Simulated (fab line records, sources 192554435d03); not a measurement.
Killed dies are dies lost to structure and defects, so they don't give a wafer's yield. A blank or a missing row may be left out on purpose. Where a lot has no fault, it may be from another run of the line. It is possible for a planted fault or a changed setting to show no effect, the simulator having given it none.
A struck lot beside a sound one -- flow n5 finfet -- 29 steps out of a route of 1938
Sound: these wafers, L959.3, L959.4, L959.5. Wafers L976.1, L976.2, L976.3 were the ones struck. Last of all comes the cause.
Per side, at each step with rows, come the tool, then ch with its chambers, and then its first start. Under that, the readings that differ: sound wafers -- struck wafers -- difference of the means -- sigmas: that difference in standard deviations of wafers without a fault.
alike: same words and numbers on both sides, and readings whose means sit less than 2 such deviations apart. not compared: any withheld reading, any reading some wafer has no value for, any bound like >300 that may hide the same value, and any number with overlapping values for which the record gives no deviation.
The two part at a step that has a row with sigmas, a row that says differs or no value, or rows on one side only. When numbers do not overlap yet have no deviation, they are printed without sigmas and do not part them. Lack of a reading on every wafer of one side parts them only where that side has two or more wafers.

first, 9 steps without rows for these wafers: N5_MIM_BOT_LITHO_HMDS_01 (time 60 s); N5_MIM_BOT_LITHO_COAT_02; N5_MIM_BOT_LITHO_EBR_04; N5_MIM_BOT_LITHO_SOFTBAKE_03 (time 90 s); N5_MIM_BOT_LITHO_EXPOSE_05 (exposes mask MIM BOT); N5_MIM_BOT_LITHO_PEB_06; N5_MIM_BOT_LITHO_DEVELOP_07 (develop time 60 s); N5_MIM_BOT_LITHO_HARDBAKE_09 (time 120 s); N5_MIM_BOT_LITHO_DESCUM_10 (chemistry O2, time 7.9 s).
N5_MIM_BOT_ETCH_ETCH_04: etches SiNx in CF4/O2, target depth 26 nm, time 13 s.
  sound on rie diel-04 ch 0,2, day 12 17:32; struck on rie diel-04 ch 0,1,2, day 17 02:22
  alike: bias w, cf4 flow sccm, drypump motor current A, oes_f_703_au, oes product au, rf fwd power W, rf vpp V, showerhead plenum p Torr, throttle valve pct
  not compared: rf hours counter h
then, 16 steps without rows for these wafers: N5_MIM_BOT_ETCH_ETCH_03 (etches the open film in Cl2/BCl3, target depth 12 nm); N5_MIM_BOT_ETCH_ETCH_00 (etches TiN in Cl2/BCl3, target depth 45.5 nm); N5_MIM_BOT_ETCH_STRIP_01 (strips in O2); N5_MIM_BOT_ETCH_STRIP_02 (strips in post etch residue remover, time 1200 s); N5_MIM_BOT_ETCH_CLEAN_05 (cleans in IPA, time 180 s); N5_MIM_BOT_ETCH_SRD_06 (time 30 s); N5_PASSIVATION_PECVD_55 (deposits SiO2 from SiH4/N2O, target thk 400 nm, time 22.5 s); N5_PASSIVATION_PECVD_01 (deposits SiNx from SiH4/NH3/N2, target thk 200 nm, time 43.2 s); N5_PASSIVATION_HMDS_03 (time 60 s); N5_PASSIVATION_COAT_04; N5_PASSIVATION_EBR_06; N5_PASSIVATION_SOFTBAKE_05 (time 90 s); N5_PASSIVATION_EXPOSE_07 (exposes mask TV, defocus 0 nm, target cd 3000 nm); N5_PASSIVATION_PEB_08; N5_PASSIVATION_DEVELOP_09 (develop time 60 s); N5_PASSIVATION_HARDBAKE_11 (time 120 s).
N5_PASSIVATION_INSPECT_61: inspects for defects (macro).
  sound on defect inspect-02, day 12 21:31; struck on defect inspect-01, day 17 06:17
reading,sound,struck,difference,sigmas
raw defect count,3 3 2,>300 >300 >300,differs,
then, 1 step without rows for these wafers: N5_PASSIVATION_DESCUM_12 (chemistry O2, time 7.9 s).
N5_PASSIVATION_PROBE_49:
  record: rows for the struck wafers here (prober-02, day 17 13:27), none for the sound ones

== WHERE THEY PART ==
Last at N5_PASSIVATION_PROBE_49 as far as this record goes, first at N5_PASSIVATION_INSPECT_61.

WHY: the cause the simulator had injected
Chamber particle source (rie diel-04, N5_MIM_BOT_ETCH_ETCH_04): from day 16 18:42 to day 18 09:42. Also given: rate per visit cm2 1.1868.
